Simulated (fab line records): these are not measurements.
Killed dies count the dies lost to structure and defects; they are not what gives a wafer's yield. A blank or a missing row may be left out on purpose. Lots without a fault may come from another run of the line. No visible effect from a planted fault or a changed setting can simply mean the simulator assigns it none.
Matching of chambers :: flow nand_harc :: pecvd-02 running NHARC_A_CONTACT_DEP_58: 3 sister chambers
The step deposits SiON, target thk 60 nm. 16 wafers are shown with their chamber, then 8 later ones without.

WAFERS WITH THEIR CHAMBER
wafer: L077.1
chamber: 1
heater_power_w (W): 791
rf_fwd_power_W (W): 348.2

wafer: L077.4
chamber: 1
heater_power_w (W): 802
rf_fwd_power_W (W): 348.8

wafer: L077.6
chamber: 1
heater_power_w (W): 796
rf_fwd_power_W (W): 349.0

wafer: L081.1
chamber: 1
heater_power_w (W): 750
rf_fwd_power_W (W): 348.3

wafer: L081.2
chamber: 0
heater_power_w (W): 791
rf_fwd_power_W (W): 346.8

wafer: L081.5
chamber: 0
heater_power_w (W): 777
rf_fwd_power_W (W): 348.0

wafer: L082.1
chamber: 0
heater_power_w (W): 748
rf_fwd_power_W (W): 349.3

wafer: L082.2
chamber: 1
heater_power_w (W): 727
rf_fwd_power_W (W): 348.7

wafer: L082.4
chamber: 2
heater_power_w (W): 703
rf_fwd_power_W (W): 347.9

wafer: L083.1
chamber: 0
heater_power_w (W): 677
rf_fwd_power_W (W): 348.6

wafer: L083.4
chamber: 0
heater_power_w (W): 684
rf_fwd_power_W (W): 349.3

wafer: L083.5
chamber: 1
heater_power_w (W): 798
rf_fwd_power_W (W): 348.8

wafer: L079.3
chamber: 0
heater_power_w (W): 805
rf_fwd_power_W (W): 348.5

wafer: L079.4
chamber: 2
heater_power_w (W): 683
rf_fwd_power_W (W): 348.2

wafer: L079.6
chamber: 1
heater_power_w (W): 801
rf_fwd_power_W (W): 349.9

wafer: L084.3
chamber: 1
heater_power_w (W): 715
rf_fwd_power_W (W): 349.6

SIGNATURES, as means of the wafers listed above
reading: heater_power_w
chamber 0: 747.00
chamber 1: 772.50
chamber 2: 693.00
scatter within a chamber: 43.3

reading: rf_fwd_power_W
chamber 0: 348.417
chamber 1: 348.913
chamber 2: 348.050
scatter within a chamber: 0.725
Rule: a wafer lies at a distance from a chamber equal to the root of the sum of squares, over the readings, of (its reading less the chamber's mean, divided by the reading's scatter). The wafer belongs to the nearest chamber; if the next one is less than 2 further off, it can't be placed. The scatter: the root of (the sum of the squares of (reading less its chamber's mean) over the shown wafers, divided by (wafers less chambers)).

WAFERS WITHOUT THEIR CHAMBER
wafer: L084.4
heater_power_w (W): 746
rf_fwd_power_W (W): 347.8

wafer: L084.6
heater_power_w (W): 726
rf_fwd_power_W (W): 349.0

wafer: L087.1
heater_power_w (W): 738
rf_fwd_power_W (W): 347.6

wafer: L087.3
heater_power_w (W): 710
rf_fwd_power_W (W): 349.8

wafer: L087.5
heater_power_w (W): 718
rf_fwd_power_W (W): 349.4

wafer: L089.4
heater_power_w (W): 673
rf_fwd_power_W (W): 350.2

wafer: L089.5
heater_power_w (W): 810
rf_fwd_power_W (W): 350.6

wafer: L089.6
heater_power_w (W): 695
rf_fwd_power_W (W): 348.3

EACH ONE'S CHAMBER
wafer: L084.4
from the rows above: can't be placed: 0 or 2 or 1
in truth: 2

wafer: L084.6
from the rows above: can't be placed: 0 or 1 or 2
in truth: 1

wafer: L087.1
from the rows above: can't be placed: 0 or 2 or 1
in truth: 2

wafer: L087.3
from the rows above: can't be placed: 1 or 0 or 2
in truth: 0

wafer: L087.5
from the rows above: can't be placed: 1 or 0 or 2
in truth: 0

wafer: L089.4
from the rows above: can't be placed: 1 or 0 or 2
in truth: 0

wafer: L089.5
from the rows above: can't be placed: 1 or 0 or 2
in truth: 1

wafer: L089.6
from the rows above: can't be placed: 2 or 0 or 1
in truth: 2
Placed correctly: 0 of 8. Not placeable from these rows: 8 (in 8, the candidates include the true chamber). 0 placed wrongly.
